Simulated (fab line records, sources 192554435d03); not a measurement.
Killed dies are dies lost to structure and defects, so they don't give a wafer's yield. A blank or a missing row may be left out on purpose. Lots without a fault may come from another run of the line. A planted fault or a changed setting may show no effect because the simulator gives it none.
fab line records | flow n5_finfet
record lots=6 wafers=18 last_day=17
route steps=1938 shown BEOL_M0_SAQP@647 BEOL_M4@1111 PASSIVATION@1936
lots that met no fault: from a run of the same line without faults
start_h: hours from the record's first day to the start of the lot's first wafer shown | wait_h: hours since the lot's step before | " the same as in the row above | L1.1+2: a row that stands for several wafers | - no value, or no start given | * or withheld: withheld | < > ~ a bound
route shown NAME@n: a module of which the file shows steps, and the number in the route of the first | usual: mean/standard deviation of fault-free wafers | same: alike in all rows | chamber/n: place in a boat | sites: the reading at each site | _std_site: their standard deviation | _edge_site: outer sites' mean less inner sites' | radius_mm: how far each site lies from the wafer's centre | mask NAME#n: copy n | behind: the tool/chamber that last shaped the wafer | hold: why the lot was held/for how many hours/how that ended | device: the transistor (n, p or np) that didn't switch | end of line: the same wafers' tests at the end of the route | a step without rows: its recipe alone | killed: dies lost to structure and defects at the first sort, not the wafer's yield | map: a wafer's dies, x killed, . not, _ none there
set.NAME: the setting as run; set.NAME@STEP: as run at that earlier step | model.NAME: the simulator's own value behind a step, which no gauge read
lots at some steps of the route; a table a step, a row a wafer
services: from which hour (start_h, from the record's first day; less than 0 if before it) a tool's chamber was out of use, for how many hours, and why
## steps
# step N5_BEOL_M0_SAQP_PEB_12
# recipe peb_temp_c=withheld peb_time_s=60 resist=CAR-ArF
# step N5_BEOL_M0_SAQP_DEVELOP_13
# recipe develop_time_s=30 developer=TMAH resist=CAR-ArF dev_temp_c=23 rinse_liquid=diw dry=air_spin
# step N5_BEOL_M0_SAQP_CD_MEAS_14
# recipe target_cd_nm=42.5 landing_energy_ev=500 detector=se_inlens
# usual cd_nm=42.6/0.37
# columns lot.wafer tool chamber start_h wait_h cd_nm
L306.1 cd_sem-01 0 113.87 - 41.8
L306.3 " 0 " " 42.3
L306.6 " 0 " " 42.0
L311.1 cd_sem-01 0 146.29 - 42.7
L311.4 " 0 " " 42.0
L311.6 " 0 " " 41.9
L313.1 cd_sem-02 0 155.79 - 42.6
L313.2 " 0 " " 42.4
L313.4 " 0 " " 42.6
L317.1 cd_sem-03 0 179.91 - 42.5
L317.2 " 0 " " 42.2
L317.6 " 0 " " 42.4
L324.2 cd_sem-02 0 222.20 - 42.7
L324.4 " 0 " " 43.0
L324.6 " 0 " " 43.3
L327.2 cd_sem-02 0 243.18 - 42.8
L327.5 " 0 " " 42.5
L327.6 " 0 " " 42.9
# step N5_BEOL_M0_SAQP_OVL_MEAS_15
# recipe points_per_wafer=44
# usual M0_CORE_OVL=0.1/0.73
# columns lot.wafer tool chamber start_h wait_h M0_CORE_OVL[nm]
L306.1 overlay-01 0 113.90 0.0 -0.7
L306.3 " 0 " " -0.3
L306.6 " 0 " " -0.4
L311.1 overlay-01 0 146.32 0.0 -0.1
L311.4 " 0 " " 0.8
L311.6 " 0 " " 0.0
L313.1 overlay-02 0 155.82 0.0 -1.0
L313.2 " 0 " " -0.7
L313.4 " 0 " " -0.3
L317.1 overlay-02 0 179.94 0.0 0.5
L317.2 " 0 " " 1.6
L317.6 " 0 " " -0.2
L324.2 overlay-02 0 222.23 0.0 0.4
L324.4 " 0 " " -0.9
L324.6 " 0 " " -0.6
L327.2 overlay-01 0 243.21 0.0 0.8
L327.5 " 0 " " -0.3
L327.6 " 0 " " 1.1
# step N5_BEOL_M0_SAQP_INSPECT_16
# recipe mode=adi inspect_instrument=brightfield
# usual raw_defect_count=504/130
# columns lot.wafer tool chamber start_h wait_h raw_defect_count
L306.1 defect_inspect-01 - 113.93 0.0 456
L306.3 " - " " 398
L306.6 " - " " 407
L311.1 defect_inspect-01 - 146.34 0.0 584
L311.4 " - " " 498
L311.6 " - " " 437
L313.1 defect_inspect-01 - 155.84 0.0 600
L313.2 " - " " 671
L313.4 " - " " 506
L317.1 defect_inspect-01 - 179.96 0.0 614
L317.2 " - " " 341
L317.6 " - " " 368
L324.2 defect_inspect-02 - 222.25 0.0 463
L324.4 " - " " 468
L324.6 " - " " 353
L327.2 defect_inspect-02 - 243.24 0.0 541
L327.5 " - " " 443
L327.6 " - " " 360
# step N5_BEOL_M0_SAQP_DESCUM_19
# recipe chemistry=O2 time_s=7.9 source_power_w=50 bias_power_w=20 pressure_mtorr=20 rf_frequency_hz=2.712e+07 temp_c=40 resist=CAR-ArF o2_flow_sccm=225
# usual drypump_motor_current_A=5.41/0.28 oes_product_au=0.77/0.099 rf_vpp_V=243.5/1.2 showerhead_plenum_p_Torr=2.12/0.047 throttle_valve_pct=20.41/0.24
# columns lot.wafer tool chamber start_h wait_h drypump_motor_current_A oes_product_au rf_hours_counter_h rf_vpp_V showerhead_plenum_p_Torr throttle_valve_pct
L306.1 rie_diel-06 2 113.96 0.0 5.90 0.74 178 243.1 2.09 20.76
L306.3 " 0 " " 5.08 0.76 128 244.0 2.20 20.33
L306.6 " 2 " " 5.91 0.74 - 243.3 2.09 20.77
L311.1 rie_diel-05 1 146.55 0.2 5.47 0.96 12 241.5 2.06 20.01
L311.4 " 0 " " 5.03 0.69 239 244.2 2.13 20.65
L311.6 " 0 " " 5.02 0.69 - 242.6 2.13 20.63
L313.1 rie_diel-05 3 155.89 0.1 5.34 0.75 149 243.7 2.09 20.43
L313.2 " 1 " " 5.45 0.94 14 244.1 2.06 20.02
L313.4 " 0 " " 5.01 0.68 241 244.0 2.13 20.64
L317.1 rie_diel-05 3 180.00 0.0 5.32 0.75 158 242.3 2.08 20.44
L317.2 " 1 " " 5.45 0.93 22 243.2 2.05 20.03
L317.6 " 1 " " 5.46 0.94 - 244.2 2.05 20.03
L324.2 rie_diel-03 1 222.47 0.2 5.28 0.80 71 245.8 2.21 20.42
L324.4 " 2 " " 5.28 0.67 - 243.3 2.07 20.61
L324.6 " 0 " " 5.93 0.70 - 241.1 2.07 20.17
L327.2 rie_diel-05 2 243.27 0.0 5.68 0.90 24 243.0 2.13 20.12
L327.5 " 1 " " 5.45 0.89 - 243.3 2.05 20.06
L327.6 " 2 " " 5.71 0.91 - 243.8 2.13 20.12
# step N5_BEOL_M0_SAQP_ETCH_83
# recipe chemistry=CF4 target=SiARC target_depth_a=390 mask_material=CAR-ArF time_s=65 ion_energy_ev=80 pressure_mtorr=40 source_w=545 bias_w=36 Ar_flow_sccm=100 cf4_flow_sccm=100 ends=cleared
# usual drypump_motor_current_A=5.41/0.28 etch_rf_on_time_s=64.8/1.3 oes_product_au=0.66/0.085 rf_vpp_V=184.5/1.1 showerhead_plenum_p_Torr=2.17/0.05 throttle_valve_pct=15.61/0.27
# columns lot.wafer tool chamber start_h wait_h drypump_motor_current_A etch_rf_on_time_s oes_product_au rf_hours_counter_h rf_vpp_V showerhead_plenum_p_Torr throttle_valve_pct
L306.1 rie_diel-06 2 114.00 0.0 5.90 64.7 0.65 178 182.8 2.14 15.92
L306.3 " 0 " " 5.12 63.9 0.65 128 185.9 2.23 15.47
L306.6 " 2 " " 5.90 64.7 0.64 - 184.6 2.14 15.93
L311.1 rie_diel-05 1 146.58 0.0 5.46 64.0 0.81 12 183.9 2.10 15.08
L311.4 " 0 " " 4.99 66.0 0.58 239 186.8 2.20 15.99
L311.6 " 0 " " 5.02 66.0 0.58 - 185.4 2.20 16.01
L313.1 rie_diel-05 3 155.93 0.0 5.30 65.6 0.63 149 182.2 2.13 15.59
L313.2 " 1 " " 5.50 65.5 0.79 14 183.2 2.10 15.10
L313.4 " 0 " " 5.01 66.5 0.58 241 185.4 2.20 16.01
L317.1 rie_diel-05 3 180.03 0.0 5.31 64.3 0.63 158 183.3 2.13 15.62
L317.2 " 1 " " 5.45 63.6 0.79 22 182.8 2.09 15.12
L317.6 " 1 " " 5.44 63.8 0.79 - 183.3 2.09 15.11
L324.2 rie_diel-03 1 222.50 0.0 5.28 65.4 0.68 71 185.5 2.27 15.62
L324.4 " 2 " " 5.26 65.6 0.58 - 183.7 2.11 15.83
L324.6 " 0 " " 5.94 67.1 0.60 - 183.7 2.11 15.42
L327.2 rie_diel-05 2 243.30 0.0 5.68 62.5 0.79 24 184.5 2.19 15.26
L327.5 " 1 " " 5.47 64.8 0.76 - 183.6 2.09 15.17
L327.6 " 2 " " 5.68 62.5 0.79 - 184.6 2.19 15.27
# step N5_BEOL_M0_SAQP_ETCH_84
# recipe chemistry=N2/H2 target=SOC target_depth_a=1000 overetch_a=200 mask_material=SiARC temp_c=40 time_s=150 ion_energy_ev=200 pressure_mtorr=30 source_w=840 bias_w=150 n2_flow_sccm=200 h2_flow_sccm=200
# usual drypump_motor_current_A=5.42/0.29 oes_product_au=0.69/0.084 rf_vpp_V=524.8/1.7 showerhead_plenum_p_Torr=2.58/0.061 throttle_valve_pct=17.9/0.32
# columns lot.wafer tool chamber start_h wait_h drypump_motor_current_A oes_product_au rf_hours_counter_h rf_vpp_V showerhead_plenum_p_Torr throttle_valve_pct
L306.1 rie_diel-06 2 114.05 0.0 5.91 0.67 178 523.6 2.56 18.4
L306.3 " 0 " " 5.10 0.68 128 528.5 2.68 17.8
L306.6 " 2 " " 5.92 0.68 - 524.4 2.56 18.4
L311.1 rie_diel-05 1 146.63 0.0 5.46 0.84 12 522.6 2.49 17.4
L311.4 " 0 " " 5.01 0.62 239 525.1 2.63 18.3
L311.6 " 0 " " 5.04 0.62 - 525.6 2.63 18.3
L313.1 rie_diel-05 3 155.98 0.0 5.34 0.66 150 523.2 2.53 17.9
L313.2 " 1 " " 5.47 0.85 14 523.6 2.49 17.4
L313.4 " 0 " " 5.02 0.62 241 525.2 2.63 18.3
L317.1 rie_diel-05 3 180.08 0.0 5.33 0.65 158 525.5 2.53 18.0
L317.2 " 1 " " 5.49 0.82 22 523.7 2.49 17.4
L317.6 " 1 " " 5.48 0.82 - 520.9 2.49 17.4
L324.2 rie_diel-03 1 222.55 0.0 5.30 0.72 72 527.0 2.67 17.6
L324.4 " 2 " " 5.21 0.61 - 522.7 2.50 18.1
L324.6 " 0 " " 5.94 0.64 - 523.0 2.51 17.5
L327.2 rie_diel-05 2 243.35 0.0 5.69 0.81 24 525.1 2.60 17.6
L327.5 " 1 " " 5.46 0.79 - 521.8 2.48 17.4
L327.6 " 2 " " 5.70 0.81 - 524.7 2.60 17.7
# step N5_BEOL_M0_SAQP_STRIP_80
# recipe chemistry=N2/H2 temp_c=40 n2_flow_sccm=200 h2_flow_sccm=200 rf_frequency_hz=6e+07
# step N5_BEOL_M0_SAQP_HM_OPEN_112
# recipe chemistry=CHF3/O2 target=SiO2 stop_on=a-Si target_depth_a=120 over_etch_frac=1.25 mask_material=SOC time_s=13.5 pressure_mtorr=30 source_w=650 bias_w=170 Ar_flow_sccm=200 CHF3_flow_sccm=50 O2_flow_sccm=5 ion_energy_ev=200 ends=end_point
# usual drypump_motor_current_A=5.41/0.28 oes_product_au=0.50/0.061 rf_vpp_V=526/7.7 showerhead_plenum_p_Torr=2.44/0.059 throttle_valve_pct=18.85/0.25
# columns lot.wafer tool chamber start_h wait_h drypump_motor_current_A oes_product_au rf_hours_counter_h rf_vpp_V showerhead_plenum_p_Torr throttle_valve_pct
L306.1 rie_diel-06 2 114.15 0.0 5.89 0.50 178 524 2.39 19.11
L306.3 " 0 " " 5.08 0.49 128 533 2.52 18.74
L306.6 " 2 " " 5.86 0.49 - 524 2.39 19.12
L311.1 rie_diel-05 1 146.74 0.0 5.46 0.61 12 525 2.36 18.36
L311.4 " 0 " " 5.04 0.45 239 518 2.47 19.22
L311.6 " 0 " " 5.02 0.46 - 518 2.48 19.21
L313.1 rie_diel-05 3 156.09 0.0 5.32 0.50 150 528 2.41 18.91
L313.2 " 1 " " 5.46 0.62 14 524 2.36 18.36
L313.4 " 0 " " 5.02 0.45 241 517 2.47 19.23
L317.1 rie_diel-05 3 180.19 0.0 5.31 0.48 158 529 2.41 18.93
L317.2 " 1 " " 5.44 0.60 22 525 2.36 18.37
L317.6 " 1 " " 5.46 0.61 - 524 2.36 18.37
L324.2 rie_diel-03 1 222.66 0.0 5.28 0.52 72 523 2.55 18.86
L324.4 " 2 " " 5.26 0.44 - 520 2.37 18.99
L324.6 " 0 " " 5.93 0.47 - 525 2.38 18.58
L327.2 rie_diel-05 2 243.46 0.0 5.69 0.59 24 514 2.47 18.61
L327.5 " 1 " " 5.44 0.58 - 524 2.35 18.40
L327.6 " 2 " " 5.70 0.59 - 515 2.47 18.61
# step N5_BEOL_M0_SAQP_STRIP_113
# recipe chemistry=CHF3/O2 resist=SiARC rf_frequency_hz=6e+07
# step N5_BEOL_M0_SAQP_MANDREL_ETCH_20
# recipe target_depth_a=600 chemistry=HBr/Cl2 target=a-Si stop_on=SiNx bt_time_s=10 mask_material=SOC over_etch_frac=0.5 time_s=30 pressure_mtorr=10 icp_w=800 bias_w=75 HBr_flow_sccm=150 Cl2_flow_sccm=80 ends=end_point
# usual drypump_motor_current_A=5.6/0.47 oes_product_au=0.776/0.012 throttle_valve_pct=35.4/0.33
# columns lot.wafer tool chamber start_h wait_h drypump_motor_current_A oes_product_au rf_hours_counter_h throttle_valve_pct
L306.1 rie_si-02 1 114.24 0.0 5.7 0.769 67 35.5
L306.3 " 2 " " 5.6 0.763 2 36.2
L306.6 " 0 " " 5.5 0.780 - 35.1
L311.1 rie_si-02 3 146.82 0.0 6.4 0.771 108 35.1
L311.4 " 1 " " 5.7 0.788 67 35.5
L311.6 " 2 " " 5.6 0.763 - 36.2
L313.1 rie_si-02 1 156.17 0.0 5.7 0.777 68 35.5
L313.2 " 3 " " 6.4 0.769 108 35.1
L313.4 " 0 " " 5.5 0.796 150 35.1
L317.1 rie_si-01 3 180.27 0.0 5.7 0.769 101 35.7
L317.2 " 1 " " 5.7 0.765 163 35.3
L317.6 " 3 " " 5.7 0.769 - 35.7
L324.2 rie_si-02 2 222.74 0.0 5.6 0.773 4 36.2
L324.4 " 3 " " 6.5 0.775 110 35.1
L324.6 " 0 " " 5.5 0.798 - 35.1
L327.2 rie_si-06 1 243.54 0.0 4.6 0.787 15 35.8
L327.5 " 1 " " 4.6 0.793 - 35.8
L327.6 " 2 " " 5.6 0.784 - 35.4
# step N5_BEOL_M0_SAQP_STRIP_86
# recipe chemistry=N2/H2 power_w=500 temp_c=40 pressure_mtorr=50 rf_frequency_hz=6e+07 overash_fraction=0.3 bias_power_w=28 h2_frac=0.5 n2_flow_sccm=300 h2_flow_sccm=300
# usual drypump_motor_current_A=5.39/0.26 h2_flow_sccm=300.0/0.88 oes_product_au=0.78/0.1 power_w=500.1/1.4 rf_vpp_V=122.1/1.4 showerhead_plenum_p_Torr=3.41/0.078 throttle_valve_pct=19.1/0.46
# columns lot.wafer tool chamber start_h wait_h drypump_motor_current_A h2_flow_sccm oes_product_au power_w rf_hours_counter_h rf_vpp_V showerhead_plenum_p_Torr throttle_valve_pct
L306.1 rie_diel-05 0 114.34 0.1 5.03 299.6 0.70 500.1 232 121.3 3.48 19.2
L306.3 " 1 " " 5.52 300.2 1.00 497.8 4 122.9 3.30 18.4
L306.6 " 0 " " 5.03 300.7 0.70 500.7 - 123.0 3.48 19.2
L311.1 rie_diel-06 1 147.02 0.2 5.44 330.4 0.69 500.8 241 121.4 3.53 21.3
L311.4 " 3 " " 5.33 328.5 0.72 498.1 155 122.3 3.45 21.7
L311.6 " 2 " " 5.94 329.8 0.74 499.2 - 122.0 3.45 24.1
L313.1 rie_diel-06 1 156.33 0.1 5.43 330.7 0.69 502.4 244 121.8 3.53 21.4
L313.2 " 3 " " 5.32 330.2 0.71 500.5 158 120.0 3.44 21.7
L313.4 " 2 " " 5.91 331.7 0.74 497.1 183 121.8 3.45 24.1
L317.1 rie_diel-05 2 180.37 0.1 5.65 297.7 0.98 498.9 3 124.4 3.44 19.1
L317.2 " 1 " " 5.48 299.3 0.95 500.6 22 121.1 3.29 18.4
L317.6 " 0 " " 5.04 299.5 0.68 497.9 - 120.7 3.47 19.2
L324.2 rie_diel-03 1 222.85 0.1 5.32 298.6 0.80 500.9 72 124.6 3.52 18.4
L324.4 " 0 " " 5.98 299.3 0.70 499.3 - 121.8 3.32 18.5
L324.6 " 2 " " 5.27 299.1 0.68 498.6 - 118.5 3.31 19.6
L327.2 rie_diel-06 1 243.65 0.1 5.47 298.3 0.92 501.1 14 124.1 3.44 18.5
L327.5 " 3 " " 5.34 298.8 0.69 500.9 - 121.1 3.35 19.1
L327.6 " 0 " " 5.06 299.5 0.70 500.0 - 123.4 3.51 19.1
# step N5_BEOL_M0_SAQP_STRIP_115
# recipe chemistry=post_etch_residue_remover time_s=60 temp_c=25 remover_ph=withheld remover_water_wt_pct=withheld remover_fluoride_wt_pct=withheld
# step N5_BEOL_M4_RC_MEAS_101
# usual DIBL_N=36.4/1.7 DIBL_P=36.4/2.1 IOFF_N=0.16/0.035 IOFF_P=0.21/0.035 ION_N=680/11 ION_P=465/6.8 SS_N=71.5/0.58 SS_P=73.2/0.72 VT_N=249/3.6 VT_P=-250/3.1
# columns lot.wafer tool chamber start_h wait_h DIBL_N[mV/V] DIBL_P[mV/V] IOFF_N[nA/um] IOFF_P[nA/um] ION_N[uA/um] ION_P[uA/um] SS_N[mV/dec] SS_P[mV/dec] VT_N[mV] VT_P[mV]
L306.1 prober-02 0 176.76 0.0 37.5 37.9 0.19 0.24 683 471 72.2 73.5 247 -249
L306.3 " 0 " " 36.1 36.7 0.17 0.22 689 471 70.7 73.2 247 -247
L306.6 " 0 " " 33.6 33.1 0.12 0.17 659 451 70.7 72.1 254 -251
L311.1 prober-01 0 214.30 0.0 36.1 35.9 0.15 0.24 676 472 71.9 72.8 250 -246
L311.4 " 0 " " 38.2 38.6 0.20 0.29 692 477 72.0 74.6 244 -247
L311.6 " 0 " " 36.8 36.1 0.17 0.24 691 473 71.5 73.3 249 -245
L313.1 prober-02 0 214.89 0.6 36.7 36.4 0.16 0.20 676 465 71.1 73.1 248 -253
L313.2 " 0 " " 34.7 34.5 0.13 0.17 670 457 71.3 72.2 254 -256
L313.4 " 0 " " 37.1 37.6 0.19 0.22 702 473 71.4 73.8 248 -252
L317.1 prober-01 0 246.88 0.0 36.6 34.3 0.16 0.19 675 454 72.0 72.0 248 -251
L317.2 " 0 " " 36.8 35.1 0.15 0.19 670 458 72.0 73.1 249 -253
L317.6 " 0 " " 36.4 35.7 0.15 0.20 682 464 71.4 72.7 249 -248
L324.2 prober-01 0 296.90 0.2 40.0 37.8 0.22 0.26 697 471 72.5 74.2 245 -247
L324.4 " 0 " " 36.0 32.5 0.14 0.18 663 458 71.5 72.3 251 -254
L324.6 " 0 " " 36.9 34.8 0.17 0.21 686 470 71.1 73.2 246 -251
L327.2 prober-01 0 306.27 0.7 37.3 36.7 0.16 0.23 682 467 71.7 72.8 249 -247
L327.5 " 0 " " 35.5 34.1 0.14 0.19 683 469 71.3 73.1 252 -251
L327.6 " 0 " " 37.7 37.6 0.17 0.25 686 471 71.9 73.9 249 -247
# step N5_PASSIVATION_PROBE_49
# usual defect_limited_yield=91.3/1.4 killed_at_M0_to_M3=36/11 killed_at_M4_up=13/5.2 killed_at_contacts=13/6.5 killed_at_front_end=37/11 killed_at_other=3.6/2.9 killed_dies=103/17 killed_open=68/12 killed_short=33/7.3 sort_bin_5_function=5.2/0.91 sort_bin_6_memory=3.2/0.67 sort_n_pass=1077/17 sort_yield_pct=91.3/1.4
# same gross_dies=1180 killed_at_back_side=0 sort_bin_4_leakage[%]=0 sort_bin_8_speed[%]=0
# columns lot.wafer tool chamber start_h wait_h defect_limited_yield[%] killed_at_M0_to_M3 killed_at_M4_up killed_at_contacts killed_at_front_end killed_at_other killed_dies killed_open killed_short sort_bin_5_function[%] sort_bin_6_memory[%] sort_n_pass sort_yield_pct[%]
L306.1 prober-01 - 278.73 0.0 92.6 38 11 8 30 0 87 54 32 4.1 2.8 1093 92.6
L306.3 prober-01 - 278.83 0.1 92.5 38 11 6 32 1 88 59 29 3.7 3.7 1092 92.5
L306.6 prober-01 - 278.98 0.3 92.3 31 11 10 38 1 91 62 29 4.4 3.0 1089 92.3
L311.1 prober-02 - 329.43 0.0 90.4 31 14 8 52 8 113 73 40 5.8 3.5 1067 90.4
L311.4 prober-02 - 329.58 0.2 88.9 58 8 12 49 4 131 82 49 6.4 4.4 1049 88.9
L311.6 prober-02 - 329.68 0.3 90.3 52 6 15 39 3 115 78 37 5.9 3.6 1065 90.3
# killed by level:class
L306.1 BEOL_M0_SAQP:geometric_particle:open=13 FIN_SAQP:geometric_particle:open=8 BEOL_M0_SAQP:geometric_particle:short=8 BEOL_M4:geometric_particle:open=5 BEOL_M1:geometric_particle:open=5 FIN_SAQP:geometric_particle:short=4 STI_FIN_REVEAL:geometric_particle:open=4 MOL_CONTACT_COAG:geometric_particle:short=4
L306.3 FIN_SAQP:geometric_particle:short=10 BEOL_M3:geometric_particle:open=10 FIN_SAQP:geometric_particle:open=8 BEOL_M1:geometric_particle:open=8 BEOL_M2:geometric_particle:open=7 BEOL_M0_SAQP:geometric_particle:short=6 STI_FIN_REVEAL:geometric_particle:open=4 MOL_CONTACT_COAG:geometric_particle:open=4
L306.6 STI_FIN_REVEAL:geometric_particle:open=10 FIN_SAQP:geometric_particle:open=8 FIN_SAQP:geometric_particle:short=7 BEOL_M0_SAQP:geometric_particle:short=7 BEOL_M1:geometric_particle:open=7 BEOL_M3:geometric_particle:open=7 MOL_CONTACT_COAG:geometric_particle:open=6 BEOL_M4:geometric_particle:open=6
L311.1 STI_FIN_REVEAL:geometric_particle:open=18 FIN_SAQP:geometric_particle:open=10 BEOL_M0_SAQP:geometric_particle:short=10 BEOL_M0_SAQP:geometric_particle:open=10 FIN_SAQP:geometric_particle:short=8 MOL_CONTACT_COAG:geometric_particle:open=5 BEOL_M5:geometric_particle:open=5 PASS1_DEP:geometric_particle:short=5
L311.4 BEOL_M0_SAQP:geometric_particle:short=21 BEOL_M0_SAQP:geometric_particle:open=16 FIN_SAQP:geometric_particle:open=10 STI_FIN_REVEAL:geometric_particle:open=9 MOL_CONTACT_COAG:geometric_particle:open=9 FIN_SAQP:geometric_particle:short=7 BEOL_M1:geometric_particle:open=7 STARTING-WAFER:geometric_particle:open=6
L311.6 BEOL_M0_SAQP:geometric_particle:open=19 STI_FIN_REVEAL:geometric_particle:open=16 MOL_CONTACT_COAG:geometric_particle:open=12 BEOL_M0_SAQP:geometric_particle:short=12 FIN_SAQP:geometric_particle:open=6 BEOL_M0:geometric_particle:short=5 BEOL_M3:geometric_particle:open=4 STARTING-WAFER:geometric_particle:short=4
## services
# columns tool chamber start_h hours kind
rie_diel-05 0 91.43 9.1 repair
rie_si-06 3 93.16 4.6 repair
rie_si-06 - 100.22 0.4 repair
rie_diel-06 2 118.80 26.8 repair
rie_si-06 2 123.88 7.5 repair
rie_si-01 - 134.41 0.8 repair
rie_si-01 2 138.88 3.6 repair
rie_diel-05 2 156.15 - clean
rie_diel-05 2 156.15 - consumable_replace:focus_ring
rie_diel-05 2 156.15 14.8 scheduled_down
rie_diel-05 2 156.15 14.8 vent_cycle
rie_diel-06 0 169.70 4.3 repair
rie_diel-05 0 183.06 - clean
rie_diel-05 0 183.06 - consumable_replace:focus_ring
rie_diel-05 0 183.06 30.2 scheduled_down
rie_diel-05 0 183.06 30.2 vent_cycle
rie_diel-05 - 184.13 1.2 repair
rie_si-01 0 188.07 7.8 repair
rie_si-01 2 205.99 85.1 repair
rie_diel-03 3 207.89 9.7 repair
rie_si-06 1 210.04 13.4 repair
rie_diel-03 - 223.67 1.2 repair
rie_diel-06 3 226.39 4.2 repair
rie_diel-06 2 227.03 16.7 repair
## key
first_sign step=N5_BEOL_M0_SAQP_STRIP_86 reading=h2_flow_sccm direction=up sigmas=34 usual=300.0 struck=330.2
effect step=N5_BEOL_M0_SAQP_STRIP_86 reading=throttle_valve_pct direction=up sigmas=7.1 usual=* struck=*
met_at N5_BEOL_M0_SAQP_STRIP_86
struck_wafers L311.1,L311.4,L311.6,L313.1,L313.2,L313.4
fault kind=process_parameter_drift tool=rie_diel-06 chamber=- onset_h=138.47 steps=N5_BEOL_M0_SAQP_STRIP_86 channel=h2_flow_sccm offset=30 shape=step end_h=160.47 acts_in=these_recipes_only stated=300
